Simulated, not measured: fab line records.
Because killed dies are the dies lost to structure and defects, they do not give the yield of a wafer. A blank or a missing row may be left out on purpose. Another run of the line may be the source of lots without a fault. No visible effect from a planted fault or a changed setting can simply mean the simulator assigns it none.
The same fault as seen by 2 desks || flow n5_finfet || only its own numbers are on each desk; what lay behind them is given at the end

## METROLOGY DESK
Means of the sampled wafers that have a number, per lot and without regard to the tool the lot ran on: this is what the gauges read. A lot is out of limits, marked OUT, if its mean lies more than 4 standard deviations from the usual mean; the brackets give that distance. Only the readings that lie furthest out on some lot appear, 7 of the 10 it has.
Columns: A = DIBL_N at N5_BEOL_M4_RC_MEAS_101, usual 36.1 mV/V; B = IOFF_N at N5_BEOL_M4_RC_MEAS_101, usual 0.15 nA/um; C = ION_N at N5_BEOL_M4_RC_MEAS_101, usual 672 uA/um; D = ION_P at N5_BEOL_M4_RC_MEAS_101, usual 463 uA/um; E = SS_N at N5_BEOL_M4_RC_MEAS_101, usual 71.5 mV/dec; F = SS_P at N5_BEOL_M4_RC_MEAS_101, usual 73.2 mV/dec; G = VT_P at N5_BEOL_M4_RC_MEAS_101, usual -250 mV
{"lot": "L817", "first seen here": "day 9 22:32", "A": 36.4, "B": 0.15, "C": 683, "D": 463, "E": 71.6, "F": 72.8, "G": -255}
{"lot": "L819", "first seen here": "day 10 05:17", "A": 39.2, "B": 0.20, "C": 649, "D": 437, "E": 73.6, "F": 74.1, "G": -252}
{"lot": "L820", "first seen here": "day 10 23:59", "A": 37.3, "B": 0.18, "C": 643, "D": 443, "E": 73.0, "F": 73.3, "G": -249}
{"lot": "L821", "first seen here": "day 11 06:20", "A": 38.4, "B": 0.20, "C": 671, "D": 458, "E": 72.5, "F": 73.6, "G": -249}
{"lot": "L826", "first seen here": "day 12 15:11", "A": 35.3, "B": 0.13, "C": 667, "D": 466, "E": 71.3, "F": 72.5, "G": -249}
This desk found nothing out of limits on any of the 5 lots.

## FOR THE TOOL OWNER'S DESK: vapor_etch-01
The tool's own readings at N5_STI_FIN_REVEAL_RECESS_09 (chemistry HF/NH3, target SiO2, afs cycles 11, target depth 42.5 nm, sublimation time 60 s): means of the sampled wafers that have a number, for each lot that ran on this tool. A lot is out of limits, marked OUT, if its mean lies more than 4 standard deviations from the usual mean; the brackets give that distance.
Columns: A = drypump_motor_current_A at N5_STI_FIN_REVEAL_RECESS_09, usual 5.9 A; B = foreline_p_Torr at N5_STI_FIN_REVEAL_RECESS_09, usual 0.1280 Torr; C = temp_c at N5_STI_FIN_REVEAL_RECESS_09, usual 30.02 C
{"lot": "L817", "first seen here": "day 4 09:39", "A": 6.0, "B": 0.1277, "C": 30.09}
{"lot": "L819", "first seen here": "day 4 22:46", "A": 5.7, "B": 0.1284, "C": "31.32 (+13) OUT"}
{"lot": "L820", "first seen here": "day 5 07:33", "A": 5.7, "B": 0.1282, "C": "31.42 (+14) OUT"}
{"lot": "L821", "first seen here": "day 5 13:08", "A": 5.7, "B": 0.1280, "C": "31.35 (+13) OUT"}
This desk's finding: out of limits on L819, L820, L821; first on L819, day 4 22:46 (temp_c at N5_STI_FIN_REVEAL_RECESS_09). Within limits: L817.

## ALL TOGETHER
At day 4 22:46, on L819, L820, L821, the tool owner's desk was in a position to raise an alarm.
From the metrology desk's view, nothing was out of limits.
The metrology desk has L819, L820, L821 on record, within its limits.
All the named lots went through N5_STI_FIN_REVEAL_RECESS_09 on vapor_etch-01.

## WHAT THE SIMULATOR HAD PUT IN
Process parameters drifting: vapor_etch-01 at N5_STI_FIN_REVEAL_RECESS_09, beginning at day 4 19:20. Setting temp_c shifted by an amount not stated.
Shown lots that were struck: L819, L820, L821.
Time in hours from fault onset to the first out-of-limits reading at each desk: the tool owner's desk, 3.
